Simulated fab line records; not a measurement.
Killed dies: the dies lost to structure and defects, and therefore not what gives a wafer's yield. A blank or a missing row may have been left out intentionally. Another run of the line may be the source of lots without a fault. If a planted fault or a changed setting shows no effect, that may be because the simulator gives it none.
Chamber matching / flow n5_finfet / rie_diel-01 running N5_BEOL_M2_STRIP_36: 4 sister chambers
The step strips in N2/H2. 18 wafers are shown with their chamber, then 9 later ones without.

== EACH WAFER AND ITS CHAMBER ==
wafer=L074.2; chamber=3; drypump_motor_current_A (A)=5.2; showerhead_plenum_p_Torr (Torr)=2.58; oes_product_au (a.u.)=0.90
wafer=L074.4; chamber=0; drypump_motor_current_A (A)=5.9; showerhead_plenum_p_Torr (Torr)=2.70; oes_product_au (a.u.)=0.93
wafer=L074.6; chamber=3; drypump_motor_current_A (A)=5.2; showerhead_plenum_p_Torr (Torr)=2.58; oes_product_au (a.u.)=0.90
wafer=L077.1; chamber=0; drypump_motor_current_A (A)=5.9; showerhead_plenum_p_Torr (Torr)=2.70; oes_product_au (a.u.)=0.91
wafer=L077.5; chamber=1; drypump_motor_current_A (A)=5.3; showerhead_plenum_p_Torr (Torr)=2.61; oes_product_au (a.u.)=0.72
wafer=L077.6; chamber=0; drypump_motor_current_A (A)=5.9; showerhead_plenum_p_Torr (Torr)=2.70; oes_product_au (a.u.)=0.91
wafer=L084.3; chamber=2; drypump_motor_current_A (A)=5.9; showerhead_plenum_p_Torr (Torr)=2.68; oes_product_au (a.u.)=0.80
wafer=L084.5; chamber=3; drypump_motor_current_A (A)=5.3; showerhead_plenum_p_Torr (Torr)=2.57; oes_product_au (a.u.)=0.89
wafer=L084.6; chamber=2; drypump_motor_current_A (A)=5.9; showerhead_plenum_p_Torr (Torr)=2.68; oes_product_au (a.u.)=0.80
wafer=L085.3; chamber=2; drypump_motor_current_A (A)=5.9; showerhead_plenum_p_Torr (Torr)=2.68; oes_product_au (a.u.)=0.80
wafer=L085.4; chamber=1; drypump_motor_current_A (A)=5.3; showerhead_plenum_p_Torr (Torr)=2.60; oes_product_au (a.u.)=0.71
wafer=L085.6; chamber=3; drypump_motor_current_A (A)=5.3; showerhead_plenum_p_Torr (Torr)=2.57; oes_product_au (a.u.)=0.88
wafer=L087.1; chamber=0; drypump_motor_current_A (A)=5.9; showerhead_plenum_p_Torr (Torr)=2.69; oes_product_au (a.u.)=0.87
wafer=L087.2; chamber=3; drypump_motor_current_A (A)=5.2; showerhead_plenum_p_Torr (Torr)=2.57; oes_product_au (a.u.)=0.87
wafer=L087.5; chamber=2; drypump_motor_current_A (A)=6.0; showerhead_plenum_p_Torr (Torr)=2.68; oes_product_au (a.u.)=0.79
wafer=L088.1; chamber=3; drypump_motor_current_A (A)=5.3; showerhead_plenum_p_Torr (Torr)=2.57; oes_product_au (a.u.)=0.86
wafer=L088.3; chamber=0; drypump_motor_current_A (A)=5.9; showerhead_plenum_p_Torr (Torr)=2.69; oes_product_au (a.u.)=0.86
wafer=L088.6; chamber=2; drypump_motor_current_A (A)=5.9; showerhead_plenum_p_Torr (Torr)=2.68; oes_product_au (a.u.)=0.79

SIGNATURES (averages over the wafers above)
reading=drypump_motor_current_A; chamber 0=5.900; chamber 1=5.300; chamber 2=5.920; chamber 3=5.250; scatter within a chamber=0.0405
reading=showerhead_plenum_p_Torr; chamber 0=2.6960; chamber 1=2.6050; chamber 2=2.6800; chamber 3=2.5733; scatter within a chamber=0.00465
reading=oes_product_au; chamber 0=0.8960; chamber 1=0.7150; chamber 2=0.7960; chamber 3=0.8833; scatter within a chamber=0.0189
Rule: distance of a wafer from a chamber = root of the sum over the readings of ((wafer's reading minus chamber's mean) / reading's scatter) squared. If the next closest chamber is less than 2 further off than the closest, the wafer can't be placed; otherwise it belongs to the closest. The scatter is the square root of a quotient: the sum, over the shown wafers, of each reading's squared deviation from its chamber's mean, divided by wafers minus chambers.

== WAFERS WITHOUT THEIR CHAMBER ==
wafer=L092.3; drypump_motor_current_A (A)=5.3; showerhead_plenum_p_Torr (Torr)=2.57; oes_product_au (a.u.)=0.85
wafer=L092.4; drypump_motor_current_A (A)=6.0; showerhead_plenum_p_Torr (Torr)=2.67; oes_product_au (a.u.)=0.79
wafer=L092.5; drypump_motor_current_A (A)=5.3; showerhead_plenum_p_Torr (Torr)=2.60; oes_product_au (a.u.)=0.71
wafer=L094.1; drypump_motor_current_A (A)=5.9; showerhead_plenum_p_Torr (Torr)=2.67; oes_product_au (a.u.)=0.79
wafer=L094.2; drypump_motor_current_A (A)=5.3; showerhead_plenum_p_Torr (Torr)=2.57; oes_product_au (a.u.)=0.84
wafer=L094.6; drypump_motor_current_A (A)=5.9; showerhead_plenum_p_Torr (Torr)=2.68; oes_product_au (a.u.)=0.84
wafer=L095.2; drypump_motor_current_A (A)=5.9; showerhead_plenum_p_Torr (Torr)=2.68; oes_product_au (a.u.)=0.83
wafer=L095.3; drypump_motor_current_A (A)=5.2; showerhead_plenum_p_Torr (Torr)=2.57; oes_product_au (a.u.)=0.85
wafer=L095.6; drypump_motor_current_A (A)=5.9; showerhead_plenum_p_Torr (Torr)=2.67; oes_product_au (a.u.)=0.78

== WHICH CHAMBER EACH WENT THROUGH ==
wafer=L092.3; from the rows above=3; in truth=3
wafer=L092.4; from the rows above=2; in truth=2
wafer=L092.5; from the rows above=1; in truth=1
wafer=L094.1; from the rows above=2; in truth=2
wafer=L094.2; from the rows above=3; in truth=3
wafer=L094.6; from the rows above=2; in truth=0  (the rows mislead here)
wafer=L095.2; from the rows above=2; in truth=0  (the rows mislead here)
wafer=L095.3; from the rows above=3; in truth=3
wafer=L095.6; from the rows above=2; in truth=2
Placed correctly: 7 of 9. From these rows, 0 cannot be placed. Wrongly placed: 2.
